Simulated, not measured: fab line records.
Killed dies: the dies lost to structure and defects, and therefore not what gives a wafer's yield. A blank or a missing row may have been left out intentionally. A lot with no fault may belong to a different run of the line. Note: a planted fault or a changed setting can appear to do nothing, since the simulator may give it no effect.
2 desks looking at one fault -- flow n5-finfet -- only its own numbers are on each desk; what lay behind them is given at the end

## DESK OF THE TOOL OWNER: rie-diel-06
The tool's own readings at N5_BEOL_M10_TRENCH_ETCH_37 (etches SiCOH lowk in C4F6/O2, target depth 148.83 nm, time 48 s): means of the sampled wafers that have a number, for each lot that ran on this tool. Marked OUT: a lot whose mean sits more than 4 standard deviations from the usual mean, which makes it out of limits; the brackets give that distance. 7 of its 10 readings are shown: the first one out of limits and those lying furthest out on some lot.
Columns: A = oes_ar_750_au at N5_BEOL_M10_TRENCH_ETCH_37, usual 0.81 a.u.; B = oes_f_703_au at N5_BEOL_M10_TRENCH_ETCH_37, usual 0.82 a.u.; C = oes_o_777_au at N5_BEOL_M10_TRENCH_ETCH_37, usual 0.82 a.u.; D = oes-product-au at N5_BEOL_M10_TRENCH_ETCH_37, usual 0.81 a.u.; E = rf-fwd-power-W at N5_BEOL_M10_TRENCH_ETCH_37, usual 341.5 W; F = rf-vpp-V at N5_BEOL_M10_TRENCH_ETCH_37, usual 664 V; G = showerhead-plenum-p-Torr at N5_BEOL_M10_TRENCH_ETCH_37, usual 2.87 Torr
lot,first seen here,A,B,C,D,E,F,G
L561,day 12 01:53,0.82,0.82,0.83,0.82,342.3,670,2.91
L562,day 12 04:29,0.80,0.80,0.80,0.79,342.8,672,2.85
L565,day 13 12:03,0.91,1.04 (+4.2) OUT,1.01,0.86,412.0 (+50) OUT,627 (-5.2) OUT,2.99
L567,day 13 18:59,0.88,1.01,0.97,0.83,411.1 (+50) OUT,626 (-5.4) OUT,2.89
Finding of this desk: L565, L567 out of limits; the first was L565 at day 13 12:03, on oes_f_703_au at N5_BEOL_M10_TRENCH_ETCH_37. Within limits: L561, L562.

## AT THE METROLOGY DESK
Lot by lot, what the gauges showed, no matter which tool ran the lot: averages of those sampled wafers that carry a number. Marked OUT: a lot whose mean sits more than 4 standard deviations from the usual mean, which makes it out of limits; the brackets give that distance.
Columns: A = M10_OVL at N5_BEOL_M10_OVL_MEAS_12, usual -0.3 nm; B = trench-depth-nm at N5_BEOL_M10_OCD_MEAS_38, usual 148.4 nm; C = M10_THK at N5_BEOL_M10_THK_MEAS_53, usual 135.4 nm; D = M10_RS at N5_BEOL_M10_RS_MEAS_57, usual 0.1513 ohm/sq
lot,first seen here,A,B,C,D
L553,day 9 07:35,0.0,150.2,137.1,0.1490
L556,day 10 06:57,-1.1,147.1,134.0,0.1523
L561,day 12 00:17,-0.3,148.9,135.6,0.1513
L562,day 12 02:20,-0.2,147.1,132.8,0.1542
L565,day 13 09:37,-0.3,160.0 (+6.4) OUT,147.0 (+5.5) OUT,0.1390 (-4.7) OUT
L566,day 13 10:17,0.0,148.6,136.2,0.1509
L567,day 13 17:05,0.2,158.3 (+5.5) OUT,143.5,0.1428
L575,day 15 21:33,0.0,148.4,134.2,0.1512
L576,day 16 04:55,-0.5,147.3,134.7,0.1522
Finding of this desk: L565, L567 out of limits; the first was L565 at day 13 12:14, on trench-depth-nm at N5_BEOL_M10_OCD_MEAS_38. Within limits: L553, L556, L561, L562, L566, L575, L576.

## BROUGHT TOGETHER
The tool owner's desk could have raised an alarm at day 13 12:03, on L565, L567.
The metrology desk could have raised an alarm at day 13 12:14, on L565, L567.
All the named lots went through N5_BEOL_M10_TRENCH_ETCH_37 on rie-diel-06.

## WHAT THE SIMULATOR HAD PUT IN
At N5_BEOL_M10_TRENCH_ETCH_37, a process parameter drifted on rie-diel-06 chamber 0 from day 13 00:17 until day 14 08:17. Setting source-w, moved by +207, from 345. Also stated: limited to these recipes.
Struck lots among those shown: L565, L567.
Fault start to first reading out of limits, in hours, per desk: tool owner, 12; metrology, 12.
